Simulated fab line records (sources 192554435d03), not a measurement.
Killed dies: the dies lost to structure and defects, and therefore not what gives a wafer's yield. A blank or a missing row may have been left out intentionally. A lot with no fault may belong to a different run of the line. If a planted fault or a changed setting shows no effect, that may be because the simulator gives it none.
Which tool did it? -- flow n5Finfet -- 10 lots with 30 wafers sampled at 4 steps, on a route of 1938 steps

WHAT THE GAUGES SHOWED, per wafer
N5_BEOL_M9_CD_MEAS_11: the cd target is 64.1 nm.
lot,measured,on,cdNm (nm)
L662,day 10 12:50,cdSem-03,65.7 66.0 65.2
L666,day 11 20:52,cdSem-03,63.7 64.1 64.4
L671,day 12 19:42,cdSem-02,64.9 64.7 64.8
L674,day 13 04:07,cdSem-01,64.7 64.3 64.7
L673,day 13 04:29,cdSem-03,64.4 64.4 64.0
L678,day 14 12:05,cdSem-03,62.0 62.4 62.3
L681,day 15 05:24,cdSem-03,63.2 62.9 62.9
L682,day 16 04:43,cdSem-03,63.2 63.1 63.1
L684,day 16 07:57,cdSem-03,64.7 64.1 64.8
L683,day 16 08:07,cdSem-02,64.5 63.7 64.1

N5_BEOL_M9_INSPECT_13: inspects for defects (brightfield).
lot,measured,on,rawDefectCount
L662,day 10 12:53,defectInspect-01,407 303 323
L666,day 11 20:55,defectInspect-01,412 406 427
L671,day 12 19:45,defectInspect-02,397 230 472
L674,day 13 04:12,defectInspect-02,395 444 462
L673,day 13 04:32,defectInspect-02,424 372 311
L678,day 14 12:09,defectInspect-01,531 434 336
L681,day 15 05:27,defectInspect-02,339 381 434
L682,day 16 04:46,defectInspect-02,466 456 350
L684,day 16 08:00,defectInspect-02,405 504 343
L683,day 16 08:10,defectInspect-02,362 361 271

EACH LOT AND THE TOOL THAT RAN IT (in order: tool; ch and the chambers of the sampled wafers; start)
lot,N5_BEOL_M8_SURFACE_TREAT_79,N5_BEOL_M9_EXPOSE_08
L662,"pvdSputter-01, day 10 07:44","arfiScanner-01 ch 0, day 10 12:43"
L666,"pvdSputter-01, day 11 13:52","arfiScanner-01 ch 0, day 11 20:44"
L671,"pvdSputter-02, day 12 16:21","arfiScanner-02 ch 0, day 12 19:35"
L674,"pvdSputter-03, day 12 22:10","arfiScanner-01 ch 0, day 13 03:59"
L673,"pvdSputter-01, day 12 22:20","arfiScanner-02 ch 0, day 13 04:21"
L678,"pvdSputter-02, day 14 08:21","arfiScanner-01 ch 0, day 14 11:59"
L681,"pvdSputter-01, day 14 23:22","arfiScanner-01 ch 0, day 15 05:16"
L682,"pvdSputter-02, day 16 01:40","arfiScanner-01 ch 0, day 16 04:35"
L684,"pvdSputter-03, day 16 02:19","arfiScanner-02 ch 0, day 16 07:49"
L683,"pvdSputter-01, day 16 04:01","arfiScanner-03 ch 0, day 16 07:59"
- N5_BEOL_M8_SURFACE_TREAT_79
- N5_BEOL_M9_EXPOSE_08: exposes mask M9.

WHAT THE TOOLS THEMSELVES READ (means of the sampled wafers that have a number; where no wafer has one, the mark that the record gives instead)
N5_BEOL_M9_EXPOSE_08.
lot,tool,exposureDoseMJCm2,reticleTempC (C)
L662,arfiScanner-01,53.77,23.13
L666,arfiScanner-01,53.70,22.94
L671,arfiScanner-02,53.74,23.05
L674,arfiScanner-01,53.72,23.02
L673,arfiScanner-02,53.69,22.91
L678,arfiScanner-01,51.52,22.97
L681,arfiScanner-01,52.30,22.97
L682,arfiScanner-01,52.65,23.06
L684,arfiScanner-02,53.72,23.05
L683,arfiScanner-03,53.69,23.00

THE ANSWER, worked out from the rows above alone
Rule: what is usual is taken from the lots themselves. The widest of any qualifying gaps counts: lots, ordered by their means at a reading, are off when they make up no more than a third of the lots, leave a main group of 4 or more, and stand apart from it by 3 or more times the standard deviation of that group's means. Not used: any main group whose means are identical at the precision the tables above print for the reading. Also off: a lot with no number at a reading for which 4 or more lots have one. The other lots that the step has rows for count as sound. The gauges are gone through in route order, then the tools' own readings, and for those a lot's mean is taken as printed above. The first step at which some lot is off is used, and at that step the reading that is off furthest; a lot without a number counts as furthest.
Off: L678, L681, L682 (N5_BEOL_M9_EXPOSE_08, exposureDoseMJCm2). Mean 53.72 and standard deviation 0.027 in the main group.
A tool fits if, at that step or a process step before it, it ran every lot that is off, and no sound lot after the first of them. One candidate fits, namely arfiScanner-01 at N5_BEOL_M9_EXPOSE_08. A fault onset in the window from L674 (day 13 03:59, its last sound lot) to L678 (day 14 11:59, its first lot off) fits.
On the lots that are off, the tool's own readings at N5_BEOL_M9_EXPOSE_08 differ by more than 5 times the standard deviation of the sound lots' means, which bears it out; exposureDoseMJCm2 reads 52.16 there versus 53.72 on the sound lots.

WHAT THE SIMULATOR PUT IN
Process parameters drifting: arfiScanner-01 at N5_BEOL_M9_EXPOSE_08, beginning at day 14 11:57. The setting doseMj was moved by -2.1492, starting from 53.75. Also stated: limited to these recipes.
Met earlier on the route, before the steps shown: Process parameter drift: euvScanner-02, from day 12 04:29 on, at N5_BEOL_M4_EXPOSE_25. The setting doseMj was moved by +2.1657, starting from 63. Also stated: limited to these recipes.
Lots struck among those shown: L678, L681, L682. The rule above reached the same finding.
